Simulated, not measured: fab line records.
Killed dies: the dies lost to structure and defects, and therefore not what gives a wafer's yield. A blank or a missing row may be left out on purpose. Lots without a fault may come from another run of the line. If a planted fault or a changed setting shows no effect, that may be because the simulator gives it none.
Comparing a struck lot with a sound one    flow n5 finfet    39 out of 1938 route steps
Sound: the wafers L640.1, L640.4, L640.5. Struck: wafers L647.2, L647.3, L647.6. The cause is named last.
Order at every step that has rows: each side's tool, ch and its chambers, its first start. Under that, the readings that differ: sound wafers    struck wafers    difference of the means    sigmas: that difference in standard deviations of wafers without a fault.
alike: words and numbers the same on both sides, and readings whose means are apart by under 2 such deviations; not compared: readings that were withheld, readings missing a value for some wafer, numbers with overlapping values and no deviation given by the record, and bounds like >300 which may hide the same value.
A row with sigmas, a row that says differs or no value, or rows on one side alone: a step with any of these is where the two part. Non-overlapping numbers with no deviation appear without sigmas and do not part them. Lack of a reading on every wafer of one side parts them only where that side has two or more wafers.

first, 11 steps without rows for these wafers: N5_MOL_CONTACT_COAG_STRIP_96 (strips in N2/H2); N5_MOL_CONTACT_COAG_ETCH_47 (etches SiNx in CH3F/O2, stops on W, target depth 27 nm); N5_MOL_CONTACT_COAG_STRIP_119 (strips in N2/H2, time 30 s); N5_MOL_CONTACT_COAG_PRECLEAN_144 (cleans in alkaline clean, time 60 s); N5_MOL_CONTACT_COAG_SRD_145 (time 30 s); N5_MOL_CONTACT_COAG_COAT_62 (time 60 s, resist thk 60 nm); N5_MOL_CONTACT_COAG_COAT_63 (time 60 s, resist thk 10 nm); N5_MOL_CONTACT_COAG_COAT_64 (time 60 s, resist thk 10 nm); N5_MOL_CONTACT_COAG_COAT_34 (resist thk 40 nm); N5_MOL_CONTACT_COAG_EBR_36; N5_MOL_CONTACT_COAG_SOFTBAKE_35 (time 60 s).
N5_MOL_CONTACT_COAG_EXPOSE_37: exposes mask VD, defocus 0 nm.
  sound on euv scanner-02 ch 0, day 5 21:42; struck on euv scanner-02 ch 0, day 7 16:36
reading                                   sound              struck             difference  sigmas
reticle temp C (C)                        22.78 22.83 22.89  23.11 23.20 22.96  +0.26       +3
model.MOL_CONTACT_COAG.overlay x nm (nm)  -0.2 -0.2 -0.2     4.6 4.6 4.6        +4.8        
  alike: mask, focus offset nm
then, 2 steps without rows for these wafers: N5_MOL_CONTACT_COAG_PEB_38 (peb time 60 s); N5_MOL_CONTACT_COAG_DEVELOP_39 (develop time 30 s).
N5_MOL_CONTACT_COAG_OVL_MEAS_41:
  sound on overlay-02 ch 0, day 5 21:53; struck on overlay-02 ch 0, day 7 16:46
reading      sound        struck       difference  sigmas
VD_OVL (nm)  0.3 0.4 0.2  5.1 5.7 5.4  +5.1        +8
then, 22 steps without rows for these wafers: N5_MOL_CONTACT_COAG_DESCUM_45 (chemistry O2, time 7 s); N5_MOL_CONTACT_COAG_ETCH_65 (etches underlayer in N2/H2, target depth 13 nm, time 10.4 s); N5_MOL_CONTACT_COAG_ETCH_66 (etches SiARC in CF4, target depth 13 nm, time 21.7 s); N5_MOL_CONTACT_COAG_ALD_133 (deposits SiO2, target thk 5 nm, pulse time 1 s, co reactant pulse time 1 s); N5_MOL_CONTACT_COAG_ETCHBACK_134 (etches SiO2 in CHF3, target depth 10 nm, time 6.7 s); N5_MOL_CONTACT_COAG_ETCH_67 (etches SOC in N2/H2, target depth 60 nm, overetch 21 nm, time 101.2 s); N5_MOL_CONTACT_COAG_STRIP_68 (strips in N2/H2); N5_MOL_CONTACT_COAG_STRIP_69 (strips in N2/H2); N5_MOL_CONTACT_COAG_ETCHBACK_136 (etches SiO2 in CHF3, target depth 25 nm, time 16.7 s); N5_MOL_CONTACT_COAG_STRIP_120 (strips in CHF3); N5_MOL_CONTACT_COAG_VIA_ETCH_117 (etches SiO2 in C4F6/O2, target depth 40 nm, overetch 8 nm, time 26 s); N5_MOL_CONTACT_COAG_ETCH_124 (etches SiNx in CH3F/O2, stops on SiOC, target depth 6.5 nm); N5_MOL_CONTACT_COAG_ETCH_48 (etches SiOC in C4F6/O2, target depth 15 nm, overetch 4.5 nm, time 17 s); N5_MOL_CONTACT_COAG_STRIP_72 (strips in N2/H2); N5_MOL_CONTACT_COAG_STRIP_49 (strips in N2/H2, time 30 s); N5_MOL_CONTACT_COAG_PRECLEAN_138 (cleans in alkaline clean, time 60 s); N5_MOL_CONTACT_COAG_SRD_139 (time 30 s); N5_MOL_CONTACT_COAG_PRE_CLEAN_121; N5_MOL_CONTACT_COAG_CVD_140 (deposits W, target thk 66.5 nm, time 215 s); N5_MOL_CONTACT_COAG_PRECLEAN_127 (cleans in DIW, time 57.5 s); N5_MOL_CONTACT_COAG_SRD_128 (dry time 32 s); N5_MOL_CONTACT_COAG_CMP_52 (polishes, stops on SiO2, t overpolish 1.5 s, target thk 66.5 nm).
-- a jump in the record: the struck wafers' starts before and after are 4 days apart (it breaks off in module MOL_CONTACT_COAG and resumes in module BEOL_M4, where the first step shown is number 1111 of the route) --
N5_BEOL_M4_RC_MEAS_101:
  sound on prober-02 ch 0, day 9 21:05; struck on prober-02 ch 0, day 11 17:26
  alike: DIBL_N, DIBL_P, IOFF_N, IOFF_P, ION_N, ION_P, SS_N, SS_P, VT_N, VT_P
-- the record jumps here: 6 days lie between the struck wafers' starts before and after (it left off in module BEOL_M4 and takes up again in module PASSIVATION, whose first step shown is number 1936 of the route) --
N5_PASSIVATION_PROBE_49:
  sound: prober-02 at day 14 11:22; struck: prober-01 at day 17 05:39
reading             sound    struck    difference  sigmas
killed at contacts  6 13 16  35 30 39  +23         +3
  alike: defect limited yield, killed_at_M0_to_M3, killed_at_M4_up, killed at front end, killed at other, killed dies, killed open, killed short, sort_bin_5_function, sort_bin_6_memory, sort n pass, sort yield pct

WHERE THEY PART
Earliest at N5_MOL_CONTACT_COAG_EXPOSE_37; latest, in this record, at N5_PASSIVATION_PROBE_49.

WHY: what the simulator had put in
Scanner matching overlay: euv scanner-02, from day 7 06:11 on, at N5_MOL_CONTACT_COAG_EXPOSE_37. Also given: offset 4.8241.
